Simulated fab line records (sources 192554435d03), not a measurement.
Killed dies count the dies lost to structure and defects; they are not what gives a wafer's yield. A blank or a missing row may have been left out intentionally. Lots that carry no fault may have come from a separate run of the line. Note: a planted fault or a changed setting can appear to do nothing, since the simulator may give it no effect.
Matching of chambers | flow n5 finfet | N5_BEOL_M6_STRIP_19 on rie diel-04 has 3 sister chambers
The step strips in O2. 6 wafers are shown with their chamber, then 7 later ones without.

## WAFERS, EACH WITH ITS CHAMBER
wafer  | chamber | showerhead plenum p Torr (Torr) | drypump motor current A (A)
L080.1 | 3       | 2.04                            | 6.1
L080.3 | 2       | 2.04                            | 5.3
L088.1 | 2       | 2.04                            | 5.3
L088.2 | 0       | 2.22                            | 5.6
L088.3 | 3       | 2.04                            | 6.0
L093.1 | 0       | 2.21                            | 5.6

## WAFERS WHOSE CHAMBER IS MISSING
wafer  | showerhead plenum p Torr (Torr) | drypump motor current A (A)
L093.4 | 2.03                            | 5.3
L093.6 | 2.21                            | 5.6
L092.2 | 2.21                            | 5.6
L092.6 | 2.03                            | 5.3
L095.3 | 2.03                            | 5.3
L095.5 | 2.21                            | 5.6
L095.6 | 2.03                            | 6.0

## WHICH CHAMBER EACH WENT THROUGH
wafer  | from the rows above | in truth
L093.4 | 2                   | 2
L093.6 | 0                   | 0
L092.2 | 0                   | 0
L092.6 | 2                   | 2
L095.3 | 2                   | 2
L095.5 | 0                   | 0
L095.6 | 3                   | 3
Correctly placed: 7 of 7. Not placeable from these rows: 0. Placed wrongly: 0.
How it was worked out, from the rows above alone: a wafer's distance from a chamber is the root of the sum, over the readings, of the square of ((its reading less the chamber's mean) divided by the reading's scatter). The wafer belongs to the nearest chamber; if the next one is less than 2 further off, it can't be placed. For every chamber, the mean is computed from those of its wafers that are shown. The scatter: the root of (the sum of the squares of (reading less its chamber's mean) over the shown wafers, divided by (wafers less chambers)).
